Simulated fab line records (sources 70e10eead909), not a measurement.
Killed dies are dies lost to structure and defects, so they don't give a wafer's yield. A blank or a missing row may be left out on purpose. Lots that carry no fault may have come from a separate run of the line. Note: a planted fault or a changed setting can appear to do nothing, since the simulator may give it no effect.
Chamber matching :: flow nand_harc :: ald_metal-02 running NHARC_A_CONTACT_ALD_18: 4 sister chambers
The step deposits TiN, target thk 3 nm, pulse time 1 s, ald cycles 150. 20 wafers are shown with their chamber, then 10 later ones without.

## WAFERS WITH THEIR CHAMBER
wafer: L076.3
chamber: 3
heater_power_w (W): 962
precursor_pulse_height_rel: 0.980

wafer: L076.4
chamber: 1
heater_power_w (W): 942
precursor_pulse_height_rel: 1.030

wafer: L076.6
chamber: 2
heater_power_w (W): 1113
precursor_pulse_height_rel: 0.975

wafer: L074.1
chamber: 1
heater_power_w (W): 963
precursor_pulse_height_rel: 0.996

wafer: L074.5
chamber: 0
heater_power_w (W): 1028
precursor_pulse_height_rel: 0.988

wafer: L074.6
chamber: 1
heater_power_w (W): 960
precursor_pulse_height_rel: 0.961

wafer: L078.1
chamber: 1
heater_power_w (W): 963
precursor_pulse_height_rel: 1.009

wafer: L078.3
chamber: 3
heater_power_w (W): 985
precursor_pulse_height_rel: 1.013

wafer: L078.6
chamber: 2
heater_power_w (W): 1104
precursor_pulse_height_rel: 0.993

wafer: L081.2
chamber: 3
heater_power_w (W): 964
precursor_pulse_height_rel: 1.004

wafer: L081.3
chamber: 0
heater_power_w (W): 1019
precursor_pulse_height_rel: 0.968

wafer: L081.5
chamber: 1
heater_power_w (W): 965
precursor_pulse_height_rel: 0.994

wafer: L081.1
chamber: 1
heater_power_w (W): 947
precursor_pulse_height_rel: 1.008

wafer: L081.4
chamber: 2
heater_power_w (W): 1105
precursor_pulse_height_rel: 0.964

wafer: L081.6
chamber: 0
heater_power_w (W): 1055
precursor_pulse_height_rel: 0.983

wafer: L082.1
chamber: 0
heater_power_w (W): 1024
precursor_pulse_height_rel: 0.994

wafer: L082.3
chamber: 2
heater_power_w (W): 1115
precursor_pulse_height_rel: 0.992

wafer: L082.5
chamber: 3
heater_power_w (W): 984
precursor_pulse_height_rel: 0.994

wafer: L085.3
chamber: 1
heater_power_w (W): 987
precursor_pulse_height_rel: 1.013

wafer: L085.5
chamber: 2
heater_power_w (W): 1173
precursor_pulse_height_rel: 0.981

SIGNATURES (means of the wafers above)
reading: heater_power_w
chamber 0: 1031.50
chamber 1: 961.00
chamber 2: 1122.00
chamber 3: 973.75
scatter within a chamber: 19.1

reading: precursor_pulse_height_rel
chamber 0: 0.98325
chamber 1: 1.00157
chamber 2: 0.98100
chamber 3: 0.99775
scatter within a chamber: 0.0165
Rule: for each reading, subtract the chamber's mean from the wafer's reading, divide by that reading's scatter and square the result; add these up over the readings and take the root, which gives the wafer's distance from the chamber. If the next closest chamber is less than 2 further off than the closest, the wafer can't be placed; otherwise it belongs to the closest. The scatter is the square root of a quotient: the sum, over the shown wafers, of each reading's squared deviation from its chamber's mean, divided by wafers minus chambers.

## WAFERS WITHOUT THEIR CHAMBER
wafer: L085.6
heater_power_w (W): 1011
precursor_pulse_height_rel: 1.013

wafer: L088.1
heater_power_w (W): 975
precursor_pulse_height_rel: 1.019

wafer: L088.3
heater_power_w (W): 1048
precursor_pulse_height_rel: 1.019

wafer: L088.6
heater_power_w (W): 1040
precursor_pulse_height_rel: 1.020

wafer: L091.2
heater_power_w (W): 993
precursor_pulse_height_rel: 1.024

wafer: L091.5
heater_power_w (W): 998
precursor_pulse_height_rel: 1.006

wafer: L091.6
heater_power_w (W): 1183
precursor_pulse_height_rel: 1.004

wafer: L096.1
heater_power_w (W): 1163
precursor_pulse_height_rel: 1.035

wafer: L096.2
heater_power_w (W): 1061
precursor_pulse_height_rel: 0.965

wafer: L096.5
heater_power_w (W): 1033
precursor_pulse_height_rel: 0.998

## WHICH CHAMBER EACH WENT THROUGH
wafer: L085.6
from the rows above: can't be placed: 0 or 3 or 1
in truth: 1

wafer: L088.1
from the rows above: can't be placed: 1 or 3
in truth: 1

wafer: L088.3
from the rows above: can't be placed: 0 or 3
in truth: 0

wafer: L088.6
from the rows above: can't be placed: 0 or 3
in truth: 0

wafer: L091.2
from the rows above: can't be placed: 3 or 1 or 0
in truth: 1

wafer: L091.5
from the rows above: can't be placed: 3 or 1 or 0
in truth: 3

wafer: L091.6
from the rows above: 2
in truth: 2

wafer: L096.1
from the rows above: 2
in truth: 2

wafer: L096.2
from the rows above: can't be placed: 0 or 2
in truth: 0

wafer: L096.5
from the rows above: 0
in truth: 0
Correctly placed: 3 of 10. Unplaceable from these rows: 7, with the true chamber sitting among the candidates in 7. Placed wrongly: 0.
